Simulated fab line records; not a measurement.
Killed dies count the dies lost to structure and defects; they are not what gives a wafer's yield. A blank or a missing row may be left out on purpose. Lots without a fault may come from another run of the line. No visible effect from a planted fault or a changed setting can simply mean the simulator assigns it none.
Which tool did it? :: flow nand-harc :: 21 wafers from 7 lots sampled at 2 of the route's 1159 steps

== WHAT EACH GAUGE READ, for each wafer ==
NHARC_A_BONDPAD_OVL_MEAS_35.
lot: L965
measured: day 18 02:49
on: overlay-01
overlay-x-nm (nm): 8 8 9

lot: L968
measured: day 18 11:21
on: overlay-02
overlay-x-nm (nm): 8 9 8

lot: L974
measured: day 19 18:16
on: overlay-02
overlay-x-nm (nm): -6 -7 -6

lot: L977
measured: day 21 00:26
on: overlay-01
overlay-x-nm (nm): 6 6 6

lot: L982
measured: day 21 22:39
on: overlay-02
overlay-x-nm (nm): -4 -4 -4

lot: L988
measured: day 22 20:37
on: overlay-02
overlay-x-nm (nm): 5 5 5

lot: L986
measured: day 23 18:38
on: overlay-02
overlay-x-nm (nm): -3 -3 -4

== TOOL THAT RAN EACH LOT (tool first, then ch and the chambers of the sampled wafers, then the start) ==
lot: L965
NHARC_A_CONTACT_ETCH_118: har-cap-etch-02 ch 0,1, day 16 12:55

lot: L968
NHARC_A_CONTACT_ETCH_118: har-cap-etch-03 ch 0,1, day 17 00:46

lot: L974
NHARC_A_CONTACT_ETCH_118: har-cap-etch-03 ch 0,1, day 18 05:33

lot: L977
NHARC_A_CONTACT_ETCH_118: har-cap-etch-03 ch 0,1, day 19 04:41

lot: L982
NHARC_A_CONTACT_ETCH_118: har-cap-etch-02 ch 1, day 20 07:28

lot: L988
NHARC_A_CONTACT_ETCH_118: har-cap-etch-02 ch 0,1, day 21 13:39

lot: L986
NHARC_A_CONTACT_ETCH_118: har-cap-etch-01 ch 0,1, day 21 22:25
- NHARC_A_CONTACT_ETCH_118: etches the open film in C4F8/O2/Ar, time 94 s, target depth 922 nm.

== THE ANSWER, worked out from the rows above alone ==
Rule: usual is defined by the lots themselves. The widest of any qualifying gaps counts: lots, ordered by their means at a reading, are off when they make up no more than a third of the lots, leave a main group of 4 or more, and stand apart from it by 3 or more times the standard deviation of that group's means. A main group is skipped when, at the precision printed for the reading in the tables above, its means are all equal. A lot without any number at a reading at which 4 lots or more have one is off too. Where the step has rows for the other lots, those lots are counted as sound.
No lot is off at any reading shown: from this, nothing can be told.

== WHAT WAS PUT IN BY THE SIMULATOR ==
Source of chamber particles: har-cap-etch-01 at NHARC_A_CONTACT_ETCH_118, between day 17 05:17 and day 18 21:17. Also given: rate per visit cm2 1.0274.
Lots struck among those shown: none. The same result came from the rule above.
